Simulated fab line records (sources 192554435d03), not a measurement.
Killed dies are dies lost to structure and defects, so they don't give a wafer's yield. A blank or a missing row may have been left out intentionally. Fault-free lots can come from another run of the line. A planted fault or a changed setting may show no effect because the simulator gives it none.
Comparing a struck lot with a sound one	flow n5_finfet	15 steps out of a route of 1938
Sound: these wafers, L232.1, L232.2, L232.3. Struck: wafers L239.3, L239.6. (L239.2 of the same lot was not struck and is left out.) The cause comes at the end.
Order at every step that has rows: each side's tool, ch and its chambers, its first start. Under that, the readings that differ: sound wafers	struck wafers	difference of the means	sigmas: that difference in standard deviations of wafers without a fault.
alike: a reading whose means differ by less than 2 such deviations, as well as words and numbers matching on both sides. not compared: withheld readings; readings where some wafer has no value; bounds like >300 that might hide an equal value; numbers whose values overlap and for which the record gives no deviation.
The two part at a step that has a row with sigmas, a row that says differs or no value, or rows on one side only. Non-overlapping numbers with no deviation appear without sigmas and do not part them. Lack of a reading on every wafer of one side parts them only where that side has two or more wafers.

N5_HKMG_FIN_STRIP_93: strips SOC in N2/H2, time 20 s.
  sound on rie_diel-03 ch 0,1,3, day 5 08:11; struck on rie_diel-04 ch 0,2, day 7 01:49
  alike: chamber_pressure_mTorr, drypump_motor_current_A, oes_product_au, rf_vpp_V, showerhead_plenum_p_Torr, temp_c, throttle_valve_pct
  not compared: rf_hours_counter_h
then, 1 step without rows for these wafers: N5_HKMG_FIN_WET_ETCH_76 (etches Al2O3 in dNH4OH, stops on La2O3, target depth 2.25 nm, rinse time 30 s).
N5_HKMG_FIN_STRIP_60: strips in N2/H2, time 360 s.
  sound on plasma_asher-01 ch 0,1, day 5 08:20; struck on plasma_asher-02 ch 0,1, day 7 01:58
  alike: drypump_motor_current_A, heater_power_w, temp_c
  not compared: rf_hours_counter_h
then, 2 steps without rows for these wafers: N5_HKMG_FIN_WET_ETCH_77 (etches La2O3 in dHCl, stops on HfO2, target depth 2 nm); N5_HKMG_FIN_WET_ETCH_78 (etches Al2O3 in dNH4OH, stops on La2O3, target depth 4.5 nm, rinse time 30 s).
N5_HKMG_FIN_ALD_79: deposits TiN, target thk 1.5 nm, pulse time 1 s, purge time 3 s.
  sound on ald_metal-01 ch 0,1,3, day 5 08:51; struck on ald_metal-01 ch 0, day 7 02:28
  alike: heater_power_w, precursor_pulse_height_rel, susceptor_temp_C
  not compared: ald_cycles
N5_HKMG_FIN_CVD_62: deposits a-Si from Si2H6, target thk 3 nm, time 20.8 s.
  sound on thermal_cvd_si-02 ch 0,1,2, day 5 09:13; struck on thermal_cvd_si-02 ch 1, day 7 02:49
  alike: heater_power_w, susceptor_temp_C
then, 5 steps without rows for these wafers: N5_HKMG_FIN_RTA_80 (time 2 s); N5_HKMG_FIN_PRECLEAN_64 (cleans in dHF, time 30 s); N5_HKMG_FIN_WET_ETCH_65 (etches a-Si in TMAH, stops on TiN, time 49 s, target depth 3 nm); N5_HKMG_FIN_WET_ETCH_81 (etches TiN in SC1, stops on HfO2, time 57 s, target depth 6 nm); N5_HKMG_FIN_WET_ETCH_82 (etches La2O3 in dHCl, stops on HfO2, target depth 2 nm, rinse time 30 s).
N5_HKMG_FIN_ALD_36: deposits TiN, target thk 1 nm, pulse time 1 s, purge time 3 s.
  sound on ald_metal-01 ch 1,2,3, day 5 09:44; struck on ald_metal-02 ch 0,2, day 7 03:26
reading	sound	struck	difference	sigmas
ald_cycles	47 47 47	34 34	-13	
susceptor_temp_C (C)	399.90 399.84 399.85	- -	no value on the struck wafers	
  alike: heater_power_w, precursor_pulse_height_rel
N5_HKMG_FIN_THK_MEAS_70: measures by xrf.
  sound on film_metro-01 at day 5 10:01; struck on film_metro-02 at day 7 03:43
reading	sound	struck	difference	sigmas
HK_THK (nm)	1.603 1.613 1.597	1.540 1.537	-0.066	-3
-- record jumps: 10 days separate the struck wafers' starts on either side; left off in module HKMG_FIN, taken up again in module PASSIVATION, whose first shown step is the route's number 1936 --
N5_PASSIVATION_PROBE_49:
  sound on prober-01 at day 15 07:31; struck on prober-02 at day 16 16:47
reading	sound	struck	difference	sigmas
killed_at_other	2 0 2	9 9	+8	+2
killed_dies	89 78 85	125 118	+38	+2
  alike: killed_at_M0_to_M3, killed_at_M4_up, killed_at_contacts, killed_at_front_end, killed_open, killed_short

== WHERE THEY PART ==
Last at N5_PASSIVATION_PROBE_49 as far as this record goes, first at N5_HKMG_FIN_ALD_36.

WHY: the cause the simulator had injected
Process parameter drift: ald_metal-02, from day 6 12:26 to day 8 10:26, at N5_HKMG_FIN_ALD_36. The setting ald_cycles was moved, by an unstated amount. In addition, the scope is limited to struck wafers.
